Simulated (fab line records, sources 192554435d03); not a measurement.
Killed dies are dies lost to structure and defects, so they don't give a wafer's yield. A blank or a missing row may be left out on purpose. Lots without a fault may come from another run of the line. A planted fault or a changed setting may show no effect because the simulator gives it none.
Split-lot experiment | flow n5_finfet | 7 lots, 21 wafers read, on a route of 1938 steps

THE SPLIT
At N5_BEOL_M2_ILD_DEP_00 (deposits SiOC from DEMS/O2, target thk 79 nm, time 15.3 s), the setting time_s was moved away from the recipe's 15.3 s on 11 of the 21 wafers read, by -14.8% to +12.4%. The other wafers ran this setting at the recipe's value.

The file shows no step between the split and the reading.

THE READING
M2_ILD_THK, in nm, at N5_BEOL_M2_THK_MEAS_01. Fault-free wafers of this fab line usually give 78.8 nm, standard deviation 1.1 nm.

wafer  | tool, chamber at the split | time_s as run, s | against the recipe | M2_ILD_THK, nm | against lot-mates on the recipe
L083.1 | pecvd-03, 1                | 15.3             | recipe             | 79.2           | -
L083.3 | pecvd-03, 2,0              | 15.3             | recipe             | 78.6           | -
L083.4 | pecvd-03, 2,0              | 15.3             | recipe             | 78.7           | -
L085.2 | pecvd-01, 1                | 17.16            | +12.2%             | 87.5           | +7.1
L085.3 | pecvd-01, 0                | 17.16            | +12.2%             | 88.6           | +8.2
L085.6 | pecvd-01, 2                | 15.3             | recipe             | 80.4           | -
L089.4 | pecvd-03, 2                | 13.03            | -14.8%             | 66.8           | no lot-mate on the recipe
L089.5 | pecvd-03, 2                | 13.03            | -14.8%             | 67.7           | no lot-mate on the recipe
L089.6 | pecvd-03, 0                | 13.03            | -14.8%             | 67.2           | no lot-mate on the recipe
L090.1 | pecvd-04, 2                | 13.7             | -10.5%             | 71.3           | -8.5
L090.2 | pecvd-04, 0                | 13.7             | -10.5%             | 70.2           | -9.6
L090.5 | pecvd-04, 0                | 15.3             | recipe             | 79.8           | -
L092.1 | pecvd-03, 0                | 15.3             | recipe             | 78.7           | -
L092.2 | pecvd-03, 2                | 15.3             | recipe             | 77.3           | -
L092.5 | pecvd-03, 1                | 15.3             | recipe             | 80.2           | -
L094.1 | pecvd-01, 1                | 17.19            | +12.4%             | 87.3           | no lot-mate on the recipe
L094.4 | pecvd-01, 1                | 17.19            | +12.4%             | 89.0           | no lot-mate on the recipe
L094.5 | pecvd-01, 2                | 17.19            | +12.4%             | 89.5           | no lot-mate on the recipe
L095.2 | pecvd-01, 1                | 15.3             | recipe             | 76.7           | -
L095.4 | pecvd-01, 2                | 15.3             | recipe             | 79.8           | -
L095.6 | pecvd-01, 0                | 14.48            | -5.4%              | 73.7           | -4.5
Where a row lists several chambers, the file gives one row for several wafers and doesn't say which wafer went through which chamber.

THE FIT
A straight line over all 21 wafers: M2_ILD_THK changes by +0.782 nm for each +1% of time_s; r = +0.99; the points scatter about the line by 0.99 nm.
The same after taking each lot's own level away (the mean of its wafers on the recipe; 15 wafers): +0.735 nm for each +1%; r = +0.97; scatter 1.1 nm.
On that fit, the largest move of time_s shifts the reading by 11 nm.
The lots' own levels span 78.25 to 80.40 nm, that is 2.0 times the standard deviation above.
So the lot-to-lot level changes the slope little: the two slopes agree.
Check: with one of the wafers moved furthest among these (+12.2%) left out of the fit, the line predicts +9.29 nm for it against its lot-mates. It came out at +7.1 nm against them.

OTHER SPLITS ON THESE WAFERS
These wafers also went through other splits before the reading. Each is held against what the fit with the lots' levels taken away leaves over:
other split on the same wafers    | wafers away from the commonest value | r with M2_ILD_THK (lot level and that fit taken away)
N5_BEOL_M0_SAQP_ETCH_88 source_w  | 9                                    | -0.03
N5_BEOL_M0_SAQP_ALD_48 ald_cycles | 7                                    | +0.04
N5_BEOL_M1_EXPOSE_08 dose_mj      | 9                                    | -0.39
N5_BEOL_M1_ETCH_64 source_w       | 3                                    | -0.27

THE WHOLE CHAIN: every reading that the file lists as answering this split, in the file's order
step                   | what it does                                              | reading                                                                            | change (the file's fit)               | r (the file's)
N5_BEOL_M2_ILD_DEP_00  | deposits SiOC from DEMS/O2, target thk 79 nm, time 15.3 s | SiOC_of_BEOL_M2_ILD_DEP_00.thk_nm (the simulator's own value, which no gauge read) | +0.744 nm for each +1% of the setting | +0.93
N5_BEOL_M2_THK_MEAS_01 |                                                           | M2_ILD_THK                                                                         | +0.743 for each +1% of the setting    | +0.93

THE FILE'S OWN FIT
M2_ILD_THK changes by +0.743 nm for each +1% of time_s, r = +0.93.
